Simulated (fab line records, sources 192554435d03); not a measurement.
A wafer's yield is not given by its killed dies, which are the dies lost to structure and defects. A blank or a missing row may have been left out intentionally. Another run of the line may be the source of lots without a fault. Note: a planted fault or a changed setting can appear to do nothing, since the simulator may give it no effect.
A single fault, viewed from 2 desks / flow n5Finfet / each desk has only its own numbers; what lay behind them comes last

FOR THE TOOL OWNER'S DESK: aldMetal-01
The tool's own readings at N5_HKMG_FIN_PWFM_ALD_03 (deposits TiN, target thk 2 nm, pulse time 1 s, purge time 3 s): means of the sampled wafers that have a number, for each lot that ran on this tool. Marked OUT: a lot whose mean sits more than 4 standard deviations from the usual mean, which makes it out of limits; the brackets give that distance.
Columns: A = heaterPowerW at N5_HKMG_FIN_PWFM_ALD_03, usual 883 W; B = precursorPulseHeightRel at N5_HKMG_FIN_PWFM_ALD_03, usual 1.000
lot=L474; first seen here=day 4 10:00; A=878; B=1.009
lot=L486; first seen here=day 7 10:49; A=850; B=0.992
lot=L491; first seen here=day 8 13:17; A=870; B=1.008
This desk's verdict: no lot among the 3 shows anything out of limits.

FROM THE METROLOGY DESK
What the gauges read, lot by lot, whatever tool the lot ran on: means of the sampled wafers that have a number. Marked OUT: a lot whose mean sits more than 4 standard deviations from the usual mean, which makes it out of limits; the brackets give that distance. Shown here are 7 of its 13 readings, the ones lying furthest out on some lot.
Columns: A = NDIPOLE_OVL at N5_HKMG_FIN_OVL_MEAS_50, usual 0.0 nm; B = DIBL_N at N5_BEOL_M4_RC_MEAS_101, usual 37.7 mV/V; C = ION_N at N5_BEOL_M4_RC_MEAS_101, usual 681 uA/um; D = ION_P at N5_BEOL_M4_RC_MEAS_101, usual 463 uA/um; E = VT_P at N5_BEOL_M4_RC_MEAS_101, usual -249 mV; F = VT_P_LONG at N5_BEOL_M4_RC_MEAS_101, usual -275.9 mV; G = VT_P_LVT at N5_BEOL_M4_RC_MEAS_101, usual -98.9 mV
lot=L474; first seen here=day 4 07:29; A=-0.5; B=38.0; C=686; D=461; E=-249; F=-276.3; G=-100.6
lot=L475; first seen here=day 4 09:11; A=0.3; B=40.5; C=694; D=476; E=-249; F=-274.6; G=-96.9
lot=L476; first seen here=day 4 15:16; A=-0.8; B=37.7; C=686; D=460; E=-252; F=-278.4; G=-101.2
lot=L477; first seen here=day 5 03:03; A=-0.4; B=38.3; C=671; D=450; E=-253; F=-278.5; G=-99.9
lot=L478; first seen here=day 5 07:15; A=-0.7; B=37.3; C=673; D=457; E=-251; F=-274.8; G=-98.3
lot=L483; first seen here=day 6 18:43; A=1.6; B=34.9; C=685; D=465; E=-250; F=-275.7; G=-98.7
lot=L486; first seen here=day 7 07:58; A=-0.3; B=36.7; C=675; D=460; E=-250; F=-275.3; G=-99.5
lot=L491; first seen here=day 8 10:43; A=-0.4; B=38.2; C=674; D=455; E=-254; F=-278.6; G=-101.6
lot=L495; first seen here=day 9 10:56; A=0.4; B=38.0; C=684; D=466; E=-248; F=-277.5; G=-95.1
lot=L496; first seen here=day 9 22:01; A=1.1; B=35.6; C=676; D=466; E=-247; F=-270.1; G=-98.8
This desk's verdict: no lot among the 10 shows anything out of limits.

BROUGHT TOGETHER
The desk of the tool owner found nothing out of limits.
Metrology desk: nothing out of limits seen.

WHAT THE SIMULATOR PUT IN
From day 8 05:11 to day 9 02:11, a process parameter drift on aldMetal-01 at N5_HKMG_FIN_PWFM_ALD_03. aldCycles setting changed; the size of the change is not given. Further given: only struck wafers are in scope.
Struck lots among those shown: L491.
